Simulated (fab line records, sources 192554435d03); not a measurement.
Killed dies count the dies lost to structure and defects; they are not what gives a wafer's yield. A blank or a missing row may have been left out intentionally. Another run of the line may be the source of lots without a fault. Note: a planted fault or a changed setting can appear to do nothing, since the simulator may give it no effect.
Matching of chambers / flow n5-finfet / cmp-03 running N5_MOL_CONTACT_COAG_CMP_23: 4 sister chambers
The step polishes, stops on SiO2, t overpolish 1.5 s, target thk 0 nm. 22 wafers are shown with their chamber, then 11 later ones without.

## WAFERS, EACH WITH ITS CHAMBER
wafer=L075.2; chamber=2; motor-current-A (A)=8.2; time-to-endpoint-s (s)=6.8; platen-rpm (rpm)=50.20
wafer=L075.4; chamber=3; motor-current-A (A)=7.0; time-to-endpoint-s (s)=12.4; platen-rpm (rpm)=50.35
wafer=L075.6; chamber=0; motor-current-A (A)=7.8; time-to-endpoint-s (s)=10.4; platen-rpm (rpm)=50.27
wafer=L076.1; chamber=2; motor-current-A (A)=8.6; time-to-endpoint-s (s)=12.0; platen-rpm (rpm)=50.28
wafer=L076.4; chamber=1; motor-current-A (A)=8.5; time-to-endpoint-s (s)=19.1; platen-rpm (rpm)=50.29
wafer=L076.6; chamber=1; motor-current-A (A)=8.7; time-to-endpoint-s (s)=16.2; platen-rpm (rpm)=50.31
wafer=L077.1; chamber=1; motor-current-A (A)=9.4; time-to-endpoint-s (s)=16.1; platen-rpm (rpm)=50.26
wafer=L077.4; chamber=2; motor-current-A (A)=9.0; time-to-endpoint-s (s)=10.3; platen-rpm (rpm)=50.21
wafer=L077.6; chamber=3; motor-current-A (A)=6.3; time-to-endpoint-s (s)=12.4; platen-rpm (rpm)=50.32
wafer=L080.1; chamber=0; motor-current-A (A)=7.4; time-to-endpoint-s (s)=12.0; platen-rpm (rpm)=50.33
wafer=L080.3; chamber=3; motor-current-A (A)=6.6; time-to-endpoint-s (s)=13.3; platen-rpm (rpm)=50.24
wafer=L080.5; chamber=1; motor-current-A (A)=8.9; time-to-endpoint-s (s)=14.2; platen-rpm (rpm)=50.34
wafer=L081.1; chamber=2; motor-current-A (A)=8.2; time-to-endpoint-s (s)=5.7; platen-rpm (rpm)=50.26
wafer=L081.2; chamber=0; motor-current-A (A)=7.6; time-to-endpoint-s (s)=8.9; platen-rpm (rpm)=50.27
wafer=L081.6; chamber=2; motor-current-A (A)=8.2; time-to-endpoint-s (s)=8.9; platen-rpm (rpm)=50.18
wafer=L082.1; chamber=3; motor-current-A (A)=6.7; time-to-endpoint-s (s)=13.7; platen-rpm (rpm)=50.24
wafer=L082.4; chamber=1; motor-current-A (A)=8.7; time-to-endpoint-s (s)=14.0; platen-rpm (rpm)=50.25
wafer=L082.5; chamber=0; motor-current-A (A)=7.9; time-to-endpoint-s (s)=8.9; platen-rpm (rpm)=50.27
wafer=L085.2; chamber=0; motor-current-A (A)=8.0; time-to-endpoint-s (s)=7.6; platen-rpm (rpm)=50.27
wafer=L085.5; chamber=1; motor-current-A (A)=8.5; time-to-endpoint-s (s)=13.1; platen-rpm (rpm)=50.30
wafer=L085.6; chamber=2; motor-current-A (A)=8.4; time-to-endpoint-s (s)=12.1; platen-rpm (rpm)=50.29
wafer=L086.1; chamber=2; motor-current-A (A)=8.0; time-to-endpoint-s (s)=6.9; platen-rpm (rpm)=50.24

SIGNATURES (averages over the wafers above)
reading=motor-current-A; chamber 0=7.740; chamber 1=8.783; chamber 2=8.371; chamber 3=6.650; scatter within a chamber=0.31
reading=time-to-endpoint-s; chamber 0=9.560; chamber 1=15.450; chamber 2=8.957; chamber 3=12.950; scatter within a chamber=2.06
reading=platen-rpm; chamber 0=50.2820; chamber 1=50.2917; chamber 2=50.2371; chamber 3=50.2875; scatter within a chamber=0.0397
Rule: distance of a wafer from a chamber = root of the sum over the readings of ((wafer's reading minus chamber's mean) / reading's scatter) squared. If the next closest chamber is less than 2 further off than the closest, the wafer can't be placed; otherwise it belongs to the closest. How the scatter is found: for the shown wafers, subtract from each reading the mean of its chamber, square and add these, divide the total by (wafers less chambers), then take the root.

## WAFERS WITH NO CHAMBER GIVEN
wafer=L086.3; motor-current-A (A)=8.5; time-to-endpoint-s (s)=12.2; platen-rpm (rpm)=50.26
wafer=L086.5; motor-current-A (A)=8.2; time-to-endpoint-s (s)=8.8; platen-rpm (rpm)=50.34
wafer=L087.2; motor-current-A (A)=8.1; time-to-endpoint-s (s)=9.1; platen-rpm (rpm)=50.29
wafer=L087.3; motor-current-A (A)=9.1; time-to-endpoint-s (s)=13.6; platen-rpm (rpm)=50.32
wafer=L087.6; motor-current-A (A)=8.5; time-to-endpoint-s (s)=11.4; platen-rpm (rpm)=50.32
wafer=L096.1; motor-current-A (A)=8.8; time-to-endpoint-s (s)=12.8; platen-rpm (rpm)=50.33
wafer=L096.2; motor-current-A (A)=7.9; time-to-endpoint-s (s)=9.9; platen-rpm (rpm)=50.29
wafer=L096.5; motor-current-A (A)=6.5; time-to-endpoint-s (s)=10.8; platen-rpm (rpm)=50.33
wafer=L097.3; motor-current-A (A)=8.1; time-to-endpoint-s (s)=9.3; platen-rpm (rpm)=50.31
wafer=L097.4; motor-current-A (A)=7.8; time-to-endpoint-s (s)=11.3; platen-rpm (rpm)=50.27
wafer=L097.5; motor-current-A (A)=7.6; time-to-endpoint-s (s)=9.9; platen-rpm (rpm)=50.28

## WHICH CHAMBER EACH ONE RAN IN
wafer=L086.3; from the rows above=can't be placed: 2 or 1 or 0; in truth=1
wafer=L086.5; from the rows above=can't be placed: 0 or 2 or 1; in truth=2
wafer=L087.2; from the rows above=can't be placed: 0 or 2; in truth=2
wafer=L087.3; from the rows above=1; in truth=1
wafer=L087.6; from the rows above=can't be placed: 1 or 2 or 0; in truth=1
wafer=L096.1; from the rows above=can't be placed: 1 or 2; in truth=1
wafer=L096.2; from the rows above=can't be placed: 0 or 2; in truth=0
wafer=L096.5; from the rows above=3; in truth=3
wafer=L097.3; from the rows above=can't be placed: 0 or 2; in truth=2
wafer=L097.4; from the rows above=can't be placed: 0 or 2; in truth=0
wafer=L097.5; from the rows above=0; in truth=0
3 of 11 placed correctly. From these rows, 8 cannot be placed; in 8 the true chamber is one of the candidates. Wrongly placed: 0.
